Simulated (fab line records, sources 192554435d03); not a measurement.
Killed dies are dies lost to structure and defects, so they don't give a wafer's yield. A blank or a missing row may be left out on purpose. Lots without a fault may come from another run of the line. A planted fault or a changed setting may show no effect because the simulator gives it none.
Chamber matching | flow n5_finfet | N5_BEOL_M0_SAQP_PECVD_04 on pecvd-02: 3 sister chambers
The step deposits a-Si from SiH4/He, target thk 60 nm, time 60.2 s. 3 wafers are shown with their chamber, then 7 later ones without.

WAFERS WITH THEIR CHAMBER
wafer  | chamber | showerhead_plenum_p_Torr (Torr)
L086.5 | 1       | 5.71
L087.3 | 2       | 5.61
L087.4 | 0       | 5.64

WAFERS WITHOUT THEIR CHAMBER
wafer  | showerhead_plenum_p_Torr (Torr)
L087.6 | 5.70
L091.1 | 5.62
L091.2 | 5.64
L091.3 | 5.70
L095.1 | 5.60
L095.3 | 5.73
L095.4 | 5.71

WHICH CHAMBER EACH WENT THROUGH
wafer  | from the rows above     | in truth
L087.6 | 1                       | 1
L091.1 | can't be placed: 2 or 0 | 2
L091.2 | 0                       | 0
L091.3 | 1                       | 1
L095.1 | 2                       | 2
L095.3 | 1                       | 1
L095.4 | 1                       | 1
Placed correctly: 6 of 7. Can't be placed from these rows: 1 (the true chamber is among the candidates in 1). Placed wrongly: 0.
How it was worked out, from the rows above alone: a wafer's distance from a chamber is the root of the sum, over the readings, of the square of ((its reading less the chamber's mean) divided by the reading's scatter). The wafer belongs to the nearest chamber; if the next one is less than 2 further off, it can't be placed. A chamber's mean is the mean of its shown wafers. The scatter: with one shown wafer a chamber, the root of the mean of the squares of how far each hidden wafer lies from its nearest shown one.
